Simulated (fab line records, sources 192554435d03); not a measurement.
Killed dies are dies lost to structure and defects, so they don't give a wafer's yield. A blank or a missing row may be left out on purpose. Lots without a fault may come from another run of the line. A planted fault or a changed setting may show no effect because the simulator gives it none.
fab line records | flow n5_finfet | part 1 of 2: steps 1 to 4 of 6
record lots=24 wafers=72 last_day=18
route steps=1938 shown BEOL_M7@1325 BEOL_M8@1332
lots that met no fault: from a run of the same line without faults
start_h: hours from the record's first day to the start of the lot's first wafer shown | wait_h: hours since the lot's step before | " the same as in the row above | L1.1+2: a row that stands for several wafers | - no value, or no start given | * or withheld: withheld | < > ~ a bound
route shown NAME@n: a module of which the file shows steps, and the number in the route of the first | usual: mean/standard deviation of fault-free wafers | same: alike in all rows | chamber/n: place in a boat | sites: the reading at each site | _std_site: their standard deviation | _edge_site: outer sites' mean less inner sites' | radius_mm: how far each site lies from the wafer's centre | mask NAME#n: copy n | behind: the tool/chamber that last shaped the wafer | hold: why the lot was held/for how many hours/how that ended | device: the transistor (n, p or np) that didn't switch | end of line: the same wafers' tests at the end of the route | a step without rows: its recipe alone | killed: dies lost to structure and defects at the first sort, not the wafer's yield | map: a wafer's dies, x killed, . not, _ none there
set.NAME: the setting as run; set.NAME@STEP: as run at that earlier step | model.NAME: the simulator's own value behind a step, which no gauge read
steps of the route over a sample of lots; a table a step, a row a wafer
services: from which hour (start_h, from the record's first day; less than 0 if before it) a tool's chamber was out of use, for how many hours, and why
## steps
# step N5_BEOL_M7_ANNEAL_51
# recipe temp_c=225 time_s=90 ambient=N2
# usual wafer_temp_C_max=226.3/0.3
# columns lot.wafer tool chamber start_h wait_h wafer_temp_C_max
L074.1 rtp_anneal-01 0 192.13 0.4 226.6
L074.2 " 0 " " 226.4
L074.5 " 0 " " 226.1
L075.1 rtp_anneal-01 0 201.73 0.3 226.0
L075.2 " 0 " " 226.5
L075.3 " 0 " " 226.6
L076.3 rtp_anneal-01 0 212.46 0.2 226.2
L076.4 " 0 " " 226.2
L076.6 " 0 " " 226.1
L077.4 rtp_anneal-01 0 222.51 0.3 226.6
L077.5 " 0 " " 226.4
L077.6 " 0 " " 226.1
L079.2 rtp_anneal-01 0 234.77 0.1 226.6
L079.4 " 0 " " 226.8
L079.6 " 0 " " 226.4
L080.1 rtp_anneal-01 0 238.03 0.2 226.2
L080.4 " 0 " " 226.1
L080.5 " 0 " " 226.3
L078.4 rtp_anneal-02 0 238.43 0.4 226.1
L078.5 " 0 " " 226.1
L078.6 " 0 " " 226.0
L081.3 rtp_anneal-01 0 242.48 0.2 226.6
L081.5 " 0 " " 226.3
L081.6 " 0 " " 226.1
L082.1 rtp_anneal-01 0 247.61 0.1 226.2
L082.3 " 0 " " 226.3
L082.5 " 0 " " 226.6
L085.1 rtp_anneal-01 0 261.53 0.2 226.5
L085.2 " 0 " " 226.0
L085.3 " 0 " " 226.5
L083.2 rtp_anneal-02 0 268.10 0.2 226.5
L083.5 " 0 " " 226.0
L083.6 " 0 " " 226.1
L084.1 rtp_anneal-01 0 268.54 0.1 226.6
L084.3 " 0 " " 226.5
L084.6 " 0 " " 226.8
L087.2 rtp_anneal-02 0 273.83 0.2 225.8
L087.3 " 0 " " 225.8
L087.6 " 0 " " 226.5
L086.3 rtp_anneal-01 0 276.30 0.5 226.7
L086.4 " 0 " " 226.3
L086.5 " 0 " " 226.1
L090.1 rtp_anneal-02 0 291.79 0.7 225.6
L090.2 " 0 " " 226.2
L090.6 " 0 " " 225.6
L088.2 rtp_anneal-02 0 293.31 0.1 226.2
L088.4 " 0 " " 225.9
L088.6 " 0 " " 226.6
L091.1 rtp_anneal-01 0 298.73 0.2 226.1
L091.4 " 0 " " 225.9
L091.6 " 0 " " 226.0
L089.2 rtp_anneal-01 0 309.54 0.1 226.2
L089.3 " 0 " " 226.1
L089.6 " 0 " " 226.3
L092.3 rtp_anneal-01 0 311.88 0.1 226.3
L092.4 " 0 " " 226.4
L092.6 " 0 " " 226.3
L093.1 rtp_anneal-02 0 316.17 0.1 225.9
L093.3 " 0 " " 226.2
L093.4 " 0 " " 226.0
L094.1 rtp_anneal-01 0 323.58 0.3 226.6
L094.5 " 0 " " 225.7
L094.6 " 0 " " 226.1
L095.2 rtp_anneal-01 0 332.84 0.6 226.6
L095.5 " 0 " " 226.5
L095.6 " 0 " " 226.2
L096.1 rtp_anneal-01 0 337.94 0.2 225.8
L096.2 " 0 " " 226.2
L096.3 " 0 " " 226.5
L097.1 rtp_anneal-02 0 345.51 0.3 226.2
L097.2 " 0 " " 226.2
L097.4 " 0 " " 226.3
# step N5_BEOL_M8_ILD_DEP_00
# recipe material=SiCOH_lowk target_thk_a=1797.5 temp_c=300 precursor=DEMS/porogen pressure_torr=5 rf_w=500 time_s=33.4
# usual heater_power_w=308/48 showerhead_plenum_p_Torr=5.743/0.014 susceptor_temp_C=300.00/0.19 throttle_valve_pct=13.7/0.82
# columns lot.wafer tool chamber start_h wait_h heater_power_w showerhead_plenum_p_Torr susceptor_temp_C throttle_valve_pct
L074.1 pecvd-04 1 192.92 0.0 239 5.739 300.37 13.5
L074.2 " 2 " " 342 5.749 300.05 12.8
L074.5 " 2 " " 337 5.755 300.06 12.8
L075.1 pecvd-03 1 202.52 0.0 388 5.755 299.95 13.8
L075.2 " 2 " " 281 5.746 299.97 12.4
L075.3 " 0 " " 301 5.749 299.68 13.3
L076.3 pecvd-01 2 213.16 0.0 296 5.741 300.15 13.5
L076.4 " 1 " " 298 5.712 299.87 13.7
L076.6 " 0 " " 370 5.735 300.34 15.0
L077.4 pecvd-01 2 223.19 0.1 326 5.748 300.00 13.6
L077.5 " 0 " " 345 5.724 299.97 15.0
L077.6 " 1 " " 273 5.725 299.93 13.5
L079.2 pecvd-01 1 235.54 0.0 276 5.728 299.89 13.6
L079.4 " 1 " " 279 5.719 300.00 13.6
L079.6 " 0 " " 378 5.721 300.10 14.9
L080.1 pecvd-04 0 238.82 0.0 389 5.756 300.07 15.0
L080.4 " 2 " " 302 5.752 299.80 13.2
L080.5 " 0 " " 399 5.736 300.02 15.2
L078.4 pecvd-04 2 239.10 0.1 355 5.754 299.60 13.3
L078.5 " 0 " " 374 5.742 300.03 15.2
L078.6 " 1 " " 254 5.747 299.90 13.3
L081.3 pecvd-03 1 243.17 0.0 389 5.768 299.75 13.9
L081.5 " 0 " " 259 5.745 300.28 13.2
L081.6 " 1 " " 307 5.782 299.82 14.0
L082.1 pecvd-04 2 248.53 0.0 350 5.752 300.11 13.2
L082.3 " 0 " " 402 5.743 300.39 15.1
L082.5 " 1 " " 229 5.745 300.26 13.4
L085.1 pecvd-01 0 262.33 0.0 375 5.727 300.21 14.9
L085.2 " 2 " " 306 5.748 299.96 13.6
L085.3 " 1 " " 253 5.723 299.65 13.5
L083.2 pecvd-01 2 268.85 0.0 324 5.751 299.83 13.7
L083.5 " 1 " " 274 5.716 300.14 13.5
L083.6 " 2 " " 253 5.750 299.83 13.7
L084.1 pecvd-01 2 269.33 0.0 313 5.742 300.01 13.5
L084.3 " 1 " " 260 5.710 300.16 13.4
L084.6 " 1 " " 273 5.719 299.97 13.4
L087.2 pecvd-03 0 274.57 0.0 231 5.744 300.05 13.2
L087.3 " 1 " " 345 5.761 300.16 13.9
L087.6 " 0 " " 244 5.729 300.13 13.3
L086.3 pecvd-04 0 277.01 0.0 365 5.720 299.99 15.3
L086.4 " 2 " " 324 5.759 299.89 13.1
L086.5 " 0 " " 367 5.749 300.15 15.3
L090.1 pecvd-01 1 292.59 0.0 240 5.722 299.82 13.3
L090.2 " 0 " " 347 5.740 300.31 15.2
L090.6 " 2 " " 323 5.753 299.92 13.8
L088.2 pecvd-04 2 294.05 0.0 349 5.742 299.88 13.0
L088.4 " 2 " " 350 5.748 300.16 13.2
L088.6 " 1 " " 287 5.782 300.26 13.6
L091.1 pecvd-03 1 300.02 0.0 351 5.767 299.99 13.7
L091.4 " 1 " " 342 5.765 299.80 14.2
L091.6 " 2 " " 299 5.735 299.77 12.3
L089.2 pecvd-03 1 310.28 0.0 336 5.751 300.17 14.0
L089.3 " 2 " " 251 5.734 299.51 12.3
L089.6 " 2 " " 269 5.739 299.91 12.7
L092.3 pecvd-03 1 312.58 0.0 377 5.769 299.66 13.9
L092.4 " 0 " " 238 5.745 299.94 13.3
L092.6 " 1 " " 316 5.762 299.92 13.8
L093.1 pecvd-03 1 316.95 0.0 396 5.766 299.73 13.7
L093.3 " 0 " " 285 5.746 299.84 13.5
L093.4 " 2 " " 284 5.738 299.83 12.3
L094.1 pecvd-01 1 324.38 0.0 294 5.727 300.08 13.5
L094.5 " 2 " " 300 5.757 300.39 13.8
L094.6 " 1 " " 297 5.745 299.89 13.7
L095.2 pecvd-04 0 333.81 0.0 384 5.725 299.76 15.1
L095.5 " 2 " " 350 5.750 299.80 13.3
L095.6 " 0 " " 375 5.734 299.95 14.8
L096.1 pecvd-01 0 338.73 0.0 363 5.730 299.91 15.1
L096.2 " 1 " " 239 5.724 299.99 13.4
L096.3 " 2 " " 298 5.748 299.93 14.1
L097.1 pecvd-04 1 346.29 0.0 225 5.741 299.95 13.2
L097.2 " 0 " " 383 5.741 300.09 15.0
L097.4 " 0 " " 392 5.729 299.99 14.8
# step N5_BEOL_M8_CURE_74
# recipe temp_c=385 time_s=240 ambient=He/Ar material=SiCOH_lowk
# usual lamp_power_pct=52.31/0.05 wafer_temp_C_max=387.1/0.55
# columns lot.wafer tool chamber start_h wait_h lamp_power_pct wafer_temp_C_max
L074.1 uv_cure-03 2 192.99 0.0 52.34 388.3
L074.2 " 2 " " 52.26 387.2
L074.5 " 2 " " 52.37 388.0
L075.1 uv_cure-03 1 202.58 0.0 52.23 387.8
L075.2 " 1 " " 52.27 387.9
L075.3 " 1 " " 52.37 386.4
L076.3 uv_cure-03 1 213.38 0.2 52.33 387.5
L076.4 " 1 " " 52.32 387.5
L076.6 " 1 " " 52.34 387.2
L077.4 uv_cure-02 0 223.71 0.5 52.34 386.9
L077.5 " 0 " " 52.27 387.3
L077.6 " 0 " " 52.30 386.5
L079.2 uv_cure-03 2 235.69 0.1 52.37 387.5
L079.4 " 2 " " 52.27 386.9
L079.6 " 2 " " 52.44 387.2
L080.1 uv_cure-02 0 238.88 0.0 52.33 387.8
L080.4 " 0 " " 52.35 388.0
L080.5 " 0 " " 52.29 388.0
L078.4 uv_cure-03 2 239.62 0.5 52.31 388.0
L078.5 " 2 " " 52.33 387.8
L078.6 " 2 " " 52.34 388.1
L081.3 uv_cure-02 1 243.40 0.2 52.36 386.5
L081.5 " 1 " " 52.36 386.3
L081.6 " 1 " " 52.31 386.6
L082.1 uv_cure-01 1 248.60 0.0 52.31 386.8
L082.3 " 1 " " 52.37 386.7
L082.5 " 1 " " 52.33 386.6
L085.1 uv_cure-03 2 262.40 0.0 52.31 387.9
L085.2 " 2 " " 52.32 387.3
L085.3 " 2 " " 52.28 387.7
L083.2 uv_cure-03 0 269.10 0.2 52.31 386.3
L083.5 " 0 " " 52.30 386.4
L083.6 " 0 " " 52.23 386.7
L084.1 uv_cure-01 1 269.40 0.0 52.24 386.3
L084.3 " 1 " " 52.32 386.9
L084.6 " 1 " " 52.36 387.0
L087.2 uv_cure-02 2 274.72 0.1 52.32 386.9
L087.3 " 2 " " 52.30 388.5
L087.6 " 2 " " 52.33 386.8
L086.3 uv_cure-03 1 277.39 0.4 52.28 387.8
L086.4 " 1 " " 52.29 387.4
L086.5 " 1 " " 52.24 387.4
L090.1 uv_cure-03 2 292.85 0.2 52.39 387.5
L090.2 " 2 " " 52.33 387.1
L090.6 " 2 " " 52.34 387.3
L088.2 uv_cure-03 0 294.19 0.1 52.32 386.2
L088.4 " 0 " " 52.24 386.3
L088.6 " 0 " " 52.33 386.6
L091.1 uv_cure-03 1 300.09 0.0 52.33 387.5
L091.4 " 1 " " 52.31 387.1
L091.6 " 1 " " 52.33 387.1
L089.2 uv_cure-03 0 310.43 0.1 52.30 387.0
L089.3 " 0 " " 52.30 387.0
L089.6 " 0 " " 52.37 386.4
L092.3 uv_cure-03 2 312.98 0.4 52.28 387.5
L092.4 " 2 " " 52.30 387.9
L092.6 " 2 " " 52.31 388.2
L093.1 uv_cure-01 0 317.02 0.0 52.31 387.1
L093.3 " 0 " " 52.30 386.8
L093.4 " 0 " " 52.34 386.5
L094.1 uv_cure-03 0 324.44 0.0 52.36 386.8
L094.5 " 0 " " 52.20 386.3
L094.6 " 0 " " 52.38 386.1
L095.2 uv_cure-01 2 333.96 0.1 52.27 387.0
L095.5 " 2 " " 52.29 386.8
L095.6 " 2 " " 52.39 386.4
L096.1 uv_cure-02 0 338.80 0.1 52.33 386.7
L096.2 " 0 " " 52.34 386.7
L096.3 " 0 " " 52.28 386.9
L097.1 uv_cure-03 1 346.36 0.0 52.26 386.2
L097.2 " 1 " " 52.26 387.4
L097.4 " 1 " " 52.35 386.8
# step N5_BEOL_M8_CD_MEAS_11
# recipe target_cd_nm=38.5 landing_energy_ev=500 detector=se_inlens polarity=opening
# usual cd_nm=38.4/0.44
# columns lot.wafer tool chamber start_h wait_h cd_nm
L074.1 cd_sem-03 0 195.76 - 38.8
L074.2 " 0 " " 38.7
L074.5 " 0 " " 38.1
L075.1 cd_sem-01 0 204.57 - 38.6
L075.2 " 0 " " 38.4
L075.3 " 0 " " 37.8
L076.3 cd_sem-01 0 215.78 - 38.9
L076.4 " 0 " " 38.7
L076.6 " 0 " " 39.0
L077.4 cd_sem-02 0 227.38 - 38.4
L077.5 " 0 " " 38.4
L077.6 " 0 " " 37.9
L079.2 cd_sem-01 0 237.52 - 38.5
L079.4 " 0 " " 39.3
L079.6 " 0 " " 37.9
L080.1 cd_sem-01 0 241.09 - 38.6
L080.4 " 0 " " 38.7
L080.5 " 0 " " 38.3
L078.4 cd_sem-02 0 241.36 - 37.8
L078.5 " 0 " " 38.5
L078.6 " 0 " " 38.3
L081.3 cd_sem-03 0 244.77 - 38.7
L081.5 " 0 " " 38.7
L081.6 " 0 " " 38.6
L082.1 cd_sem-03 0 252.79 - 38.9
L082.3 " 0 " " 38.4
L082.5 " 0 " " 38.3
L085.1 cd_sem-03 0 265.40 - 39.0
L085.2 " 0 " " 38.7
L085.3 " 0 " " 39.1
L084.1 cd_sem-03 0 272.26 - 37.8
L084.3 " 0 " " 38.6
L084.6 " 0 " " 38.3
L083.2 cd_sem-02 0 272.31 - 38.3
L083.5 " 0 " " 37.7
L083.6 " 0 " " 38.2
L087.2 cd_sem-03 0 276.09 - 37.8
L087.3 " 0 " " 37.6
L087.6 " 0 " " 38.1
L086.3 cd_sem-03 0 279.35 - 38.6
L086.4 " 0 " " 39.0
L086.5 " 0 " " 38.5
L090.1 cd_sem-03 0 294.39 - 38.7
L090.2 " 0 " " 39.0
L090.6 " 0 " " 38.5
L088.2 cd_sem-02 0 297.64 - 38.2
L088.4 " 0 " " 38.6
L088.6 " 0 " " 39.8
L091.1 cd_sem-03 0 303.33 - 37.9
L091.4 " 0 " " 38.6
L091.6 " 0 " " 38.3
L089.2 cd_sem-03 0 311.98 - 38.3
L089.3 " 0 " " 38.4
L089.6 " 0 " " 37.8
L092.3 cd_sem-01 0 315.03 - 37.7
L092.4 " 0 " " 37.8
L092.6 " 0 " " 37.8
L093.1 cd_sem-02 0 319.67 - 38.6
L093.3 " 0 " " 38.6
L093.4 " 0 " " 38.5
L094.1 cd_sem-03 0 327.19 - 37.7
L094.5 " 0 " " 37.3
L094.6 " 0 " " 37.6
L095.2 cd_sem-03 0 336.71 - 38.6
L095.5 " 0 " " 38.1
L095.6 " 0 " " 38.0
L096.1 cd_sem-01 0 341.33 - 38.7
L096.2 " 0 " " 39.1
L096.3 " 0 " " 38.3
L097.1 cd_sem-03 0 348.69 - 38.4
L097.2 " 0 " " 38.1
L097.4 " 0 " " 38.3
